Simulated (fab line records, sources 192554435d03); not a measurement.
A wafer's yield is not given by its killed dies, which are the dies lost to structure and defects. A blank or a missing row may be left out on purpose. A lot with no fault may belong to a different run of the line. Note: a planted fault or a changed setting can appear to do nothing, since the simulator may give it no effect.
Chamber matching -- flow n5-finfet -- N5_BEOL_M9_CMP_52 on cmp-03: 4 sister chambers
The step polishes, stops on SiCOH lowk, t overpolish 7 s, target thk 140 nm. 4 wafers are shown with their chamber, then 12 later ones without.

WAFERS PAIRED WITH THEIR CHAMBERS
wafer,chamber,motor-current-A (A)
L087.5,3,6.2
L089.2,2,7.1
L089.4,1,6.1
L089.5,0,6.2

WAFERS WITH NO CHAMBER GIVEN
wafer,motor-current-A (A)
L091.1,6.3
L091.2,7.0
L091.4,6.4
L092.3,7.0
L092.5,6.3
L092.6,7.1
L094.2,6.8
L094.4,6.3
L094.5,6.4
L096.1,6.4
L096.2,7.2
L096.4,6.1

THE CHAMBER EACH PASSED THROUGH
wafer,from the rows above,in truth
L091.1,can't be placed: 0 or 3 or 1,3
L091.2,2,2
L091.4,can't be placed: 0 or 3 or 1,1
L092.3,2,2
L092.5,can't be placed: 0 or 3 or 1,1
L092.6,2,2
L094.2,can't be placed: 2 or 0 or 3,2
L094.4,can't be placed: 0 or 3 or 1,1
L094.5,can't be placed: 0 or 3 or 1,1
L096.1,can't be placed: 0 or 3 or 1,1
L096.2,2,2
L096.4,can't be placed: 1 or 0 or 3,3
Correct placement for 4 of the 12. Unplaceable from these rows: 8, with the true chamber sitting among the candidates in 8. Number placed wrongly: 0.
How it was worked out, from the rows above alone: a wafer's distance from a chamber is the root of the sum, over the readings, of the square of ((its reading less the chamber's mean) divided by the reading's scatter). If the next closest chamber is less than 2 further off than the closest, the wafer can't be placed; otherwise it belongs to the closest. Each chamber's mean is taken over the wafers shown for it. The scatter: with one shown wafer a chamber, the root of the mean of the squares of how far each hidden wafer lies from its nearest shown one.
